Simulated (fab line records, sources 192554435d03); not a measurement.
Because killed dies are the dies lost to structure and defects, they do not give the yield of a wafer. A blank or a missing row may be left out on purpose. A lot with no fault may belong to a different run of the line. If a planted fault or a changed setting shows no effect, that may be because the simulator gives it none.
Which of the tools did it? | flow n5Finfet | 11 lots, 33 wafers sampled, at 5 steps of a route of 1938

## WHAT THE GAUGES SHOWED, per wafer
N5_BEOL_M3_THK_MEAS_53: measures by xrf. Usual: for M3_THK the level is 38.9 nm and the standard deviation is 1.5.
lot  | measured     | on           | M3_THK (nm)    | flag
L148 | day 7 22:17  | filmMetro-02 | 37.8 37.3 41.0 | 
L147 | day 8 02:28  | filmMetro-01 | 40.7 39.7 40.0 | 
L150 | day 8 19:42  | filmMetro-02 | 37.2 39.1 40.6 | 
L152 | day 9 08:09  | filmMetro-02 | 37.1 38.3 39.0 | 
L161 | day 11 15:29 | filmMetro-02 | 39.9 39.6 39.8 | 
L160 | day 12 01:26 | filmMetro-01 | 40.0 39.8 40.2 | 
L164 | day 12 06:58 | filmMetro-01 | 38.9 39.2 42.5 | 
L162 | day 12 11:15 | filmMetro-02 | 37.2 39.0 40.0 | 
L165 | day 12 16:34 | filmMetro-02 | 37.5 39.9 38.7 | 
L166 | day 13 03:20 | filmMetro-02 | 39.2 40.9 43.1 | 
L167 | day 13 14:08 | filmMetro-02 | 38.1 40.2 39.8 | 

N5_BEOL_M4_RC_MEAS_101. Usual: DIBL_N 35.1 mV/V, standard deviation 1.6; DIBL_P 34.9 mV/V, standard deviation 1.8; IOFF_N 0.143 nA/um, standard deviation 0.026; IOFF_P 0.21 nA/um, standard deviation 0.037; ION_N 671 uA/um, standard deviation 11; ION_P 463 uA/um, standard deviation 7.8; SS_N 71.2 mV/dec, standard deviation 0.58; SS_P 73.0 mV/dec, standard deviation 0.54; VT_N 251 mV, standard deviation 3; VT_P -250 mV, standard deviation 4.1.
lot  | measured     | on        | DIBL_N (mV/V)  | DIBL_P (mV/V)  | IOFF_N (nA/um)    | IOFF_P (nA/um) | ION_N (uA/um) | ION_P (uA/um) | SS_N (mV/dec)  | SS_P (mV/dec)  | VT_N (mV)   | VT_P (mV)      | flag
L148 | day 8 09:57  | prober-01 | 31.8 34.7 31.2 | 30.7 35.7 30.9 | 0.109 0.146 0.097 | 0.15 0.21 0.15 | 658 667 652   | 457 465 457   | 71.1 72.3 70.0 | 71.7 73.5 71.7 | 253 250 256 | -253 -249 -250 | 
L147 | day 8 19:02  | prober-02 | 36.0 35.5 38.2 | 35.6 35.7 37.7 | 0.173 0.165 0.214 | 0.22 0.23 0.27 | 682 682 690   | 468 468 469   | 71.7 71.4 71.7 | 73.0 73.1 73.6 | 248 247 246 | -247 -244 -242 | 
L150 | day 9 04:28  | prober-01 | 33.5 33.3 34.0 | 33.1 32.9 33.4 | 0.131 0.129 0.138 | 0.17 0.17 0.16 | 676 670 675   | 461 453 460   | 71.2 71.2 70.9 | 72.3 73.0 73.1 | 249 251 253 | -254 -255 -254 | 
L152 | day 9 19:20  | prober-02 | 33.6 31.6 31.3 | 34.0 31.3 31.5 | 0.139 0.109 0.106 | 0.22 0.18 0.18 | 672 659 655   | 467 467 457   | 71.6 70.8 70.6 | 73.1 71.9 71.9 | 250 252 253 | -246 -249 -247 | 
L161 | day 12 16:46 | prober-01 | 35.4 36.8 36.3 | 34.8 35.9 35.6 | 0.146 0.168 0.158 | 0.20 0.23 0.21 | 679 672 658   | 463 462 455   | 71.4 72.1 71.6 | 73.3 72.6 72.7 | 253 246 251 | -248 -248 -248 | 
L160 | day 12 19:33 | prober-02 | 34.3 35.3 35.3 | 35.3 36.7 36.2 | 0.134 0.158 0.158 | 0.21 0.22 0.21 | 670 678 680   | 468 469 469   | 71.1 71.9 71.5 | 73.3 74.3 73.1 | 254 248 250 | -247 -250 -249 | 
L164 | day 12 22:56 | prober-01 | 35.7 35.8 34.8 | 35.6 35.3 34.3 | 0.147 0.151 0.132 | 0.19 0.18 0.18 | 670 672 679   | 459 459 464   | 71.4 71.8 71.2 | 73.1 72.7 72.9 | 250 250 251 | -254 -255 -254 | 
L162 | day 13 04:05 | prober-01 | 34.3 37.8 39.0 | 32.9 37.6 37.7 | 0.113 0.182 0.201 | 0.21 0.30 0.29 | 654 681 676   | 457 475 466   | 70.6 71.5 72.7 | 72.9 73.5 74.2 | 259 249 249 | -250 -243 -243 | 
L165 | day 13 23:04 | prober-01 | 34.1 34.5 34.7 | 34.2 33.9 36.2 | 0.138 0.140 0.165 | 0.20 0.19 0.24 | 668 670 696   | 462 459 477   | 70.5 71.0 71.9 | 73.2 73.2 73.1 | 251 253 246 | -247 -249 -246 | 
L166 | day 14 05:44 | prober-01 | 33.6 36.4 33.3 | 33.2 36.0 32.2 | 0.113 0.156 0.106 | 0.18 0.22 0.16 | 655 676 656   | 462 475 455   | 70.6 71.6 70.8 | 72.5 73.7 71.9 | 253 252 255 | -249 -248 -252 | 
L167 | day 14 18:48 | prober-01 | 34.3 37.4 36.3 | 33.8 38.1 36.9 | 0.121 0.175 0.154 | 0.19 0.26 0.23 | 656 675 674   | 450 472 472   | 71.3 71.4 71.2 | 72.6 73.6 72.7 | 253 249 251 | -251 -247 -250 | 

## WHICH TOOL RAN EACH LOT (tool, then ch and the chambers of the sampled wafers, then the start)
lot  | N5_BEOL_M3_ANNEAL_49        | N5_BEOL_M3_SPUTTER_90       | N5_BEOL_M3_CO_CAP_55
L148 | pvdSputter-02, day 7 18:26  | pvdSputter-02, day 7 19:27  | cvdCo-01 ch 1,2, day 7 22:28
L147 | pvdSputter-02, day 7 23:59  | pvdSputter-02, day 8 01:01  | cvdCo-01 ch 0,2, day 8 02:32
L150 | pvdSputter-02, day 8 12:33  | pvdSputter-02, day 8 13:34  | cvdCo-02 ch 0,1,2, day 8 19:46
L152 | pvdSputter-02, day 9 03:29  | pvdSputter-02, day 9 04:31  | cvdCo-02 ch 0,1,2, day 9 08:13
L161 | pvdSputter-02, day 11 12:45 | pvdSputter-02, day 11 13:46 | cvdCo-02 ch 0,1,2, day 11 15:34
L160 | pvdSputter-02, day 11 22:58 | pvdSputter-02, day 11 23:59 | cvdCo-02 ch 0,1,2, day 12 01:32
L164 | pvdSputter-01, day 12 04:29 | pvdSputter-01, day 12 05:30 | cvdCo-01 ch 0,2, day 12 07:02
L162 | pvdSputter-01, day 12 08:47 | pvdSputter-01, day 12 09:48 | cvdCo-02 ch 1,2, day 12 11:20
L165 | pvdSputter-02, day 12 14:05 | pvdSputter-02, day 12 15:07 | cvdCo-01 ch 0,1,2, day 12 16:46
L166 | pvdSputter-01, day 12 22:46 | pvdSputter-01, day 13 01:53 | cvdCo-01 ch 0,1,2, day 13 03:25
L167 | pvdSputter-01, day 13 11:38 | pvdSputter-01, day 13 12:39 | cvdCo-01 ch 0,1,2, day 13 14:13
- N5_BEOL_M3_ANNEAL_49: time 240 s.
- N5_BEOL_M3_SPUTTER_90: material Cu, target thk 4.5 nm, time 8.29 s.
- N5_BEOL_M3_CO_CAP_55: material Co, precursor CCTBA/H2, target thk 2 nm, time 102.1 s.

## WHAT THE TOOLS THEMSELVES READ (means of the sampled wafers that have a number; where no wafer has one, the mark that the record gives instead)
N5_BEOL_M3_ANNEAL_49. Usual: heaterPowerW reads 841 W (standard deviation 110).
lot  | tool          | heaterPowerW (W) | flag
L148 | pvdSputter-02 | 988              | 
L147 | pvdSputter-02 | 868              | 
L150 | pvdSputter-02 | 921              | 
L152 | pvdSputter-02 | 858              | 
L161 | pvdSputter-02 | 928              | 
L160 | pvdSputter-02 | 907              | 
L164 | pvdSputter-01 | 867              | 
L162 | pvdSputter-01 | 777              | 
L165 | pvdSputter-02 | 905              | 
L166 | pvdSputter-01 | 889              | 
L167 | pvdSputter-01 | 754              | 

N5_BEOL_M3_SPUTTER_90. Usual: throttleValvePct reads 30.7 % (standard deviation 0.96).
lot  | tool          | throttleValvePct (%) | flag
L148 | pvdSputter-02 | 30.1                 | 
L147 | pvdSputter-02 | 31.0                 | 
L150 | pvdSputter-02 | 30.7                 | 
L152 | pvdSputter-02 | 31.2                 | 
L161 | pvdSputter-02 | 30.9                 | 
L160 | pvdSputter-02 | 31.3                 | 
L164 | pvdSputter-01 | 31.1                 | 
L162 | pvdSputter-01 | 30.3                 | 
L165 | pvdSputter-02 | 31.2                 | 
L166 | pvdSputter-01 | 31.2                 | 
L167 | pvdSputter-01 | 30.9                 | 

N5_BEOL_M3_CO_CAP_55. Usual: heaterPowerW 235 W, standard deviation 16; runLengthS 125.0 s, standard deviation 0.51.
lot  | tool     | heaterPowerW (W) | runLengthS (s) | flag
L148 | cvdCo-01 | 228              | 125.4          | 
L147 | cvdCo-01 | 252              | 124.6          | 
L150 | cvdCo-02 | 222              | 125.3          | 
L152 | cvdCo-02 | 225              | 125.4          | 
L161 | cvdCo-02 | 227              | 167.8          | OFF
L160 | cvdCo-02 | 226              | 153.5          | OFF
L164 | cvdCo-01 | 252              | 124.5          | 
L162 | cvdCo-02 | 222              | 153.9          | OFF
L165 | cvdCo-01 | 239              | 124.8          | 
L166 | cvdCo-01 | 243              | 125.0          | 
L167 | cvdCo-01 | 242              | 125.1          | 

## THE ANSWER, worked out from the rows above alone
Rule: lot off if the mean of its wafers having a number is beyond 3 standard deviations from the usual mean. A lot without any number at a reading at which 4 lots or more have one is off too. The other lots that the step has rows for count as sound. The gauges are gone through in route order, then the tools' own readings, and for those a lot's mean is taken as printed above. At the first step where some lot is off, the reading lying furthest off is the one used; lots without a number count as furthest.
Off, at N5_BEOL_M3_CO_CAP_55 on runLengthS: L161, L160, L162.
A tool fits if, at that step or a process step before it, it ran every lot that is off, and no sound lot after the first of them. One fits: N5_BEOL_M3_CO_CAP_55 on cvdCo-02. A fault onset in the window from L152 (day 9 08:13, its last sound lot) to L161 (day 11 15:34, its first lot off) fits.
On the lots that are off, the tool's own readings at N5_BEOL_M3_CO_CAP_55 differ by more than 5 times the standard deviation of the sound lots' means, which bears it out; runLengthS reads 158.4 s there versus 125.0 s on the sound lots.

## WHAT HAD BEEN PUT IN BY THE SIMULATOR
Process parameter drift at N5_BEOL_M3_CO_CAP_55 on cvdCo-02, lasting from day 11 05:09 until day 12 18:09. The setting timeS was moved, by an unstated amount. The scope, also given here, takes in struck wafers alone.
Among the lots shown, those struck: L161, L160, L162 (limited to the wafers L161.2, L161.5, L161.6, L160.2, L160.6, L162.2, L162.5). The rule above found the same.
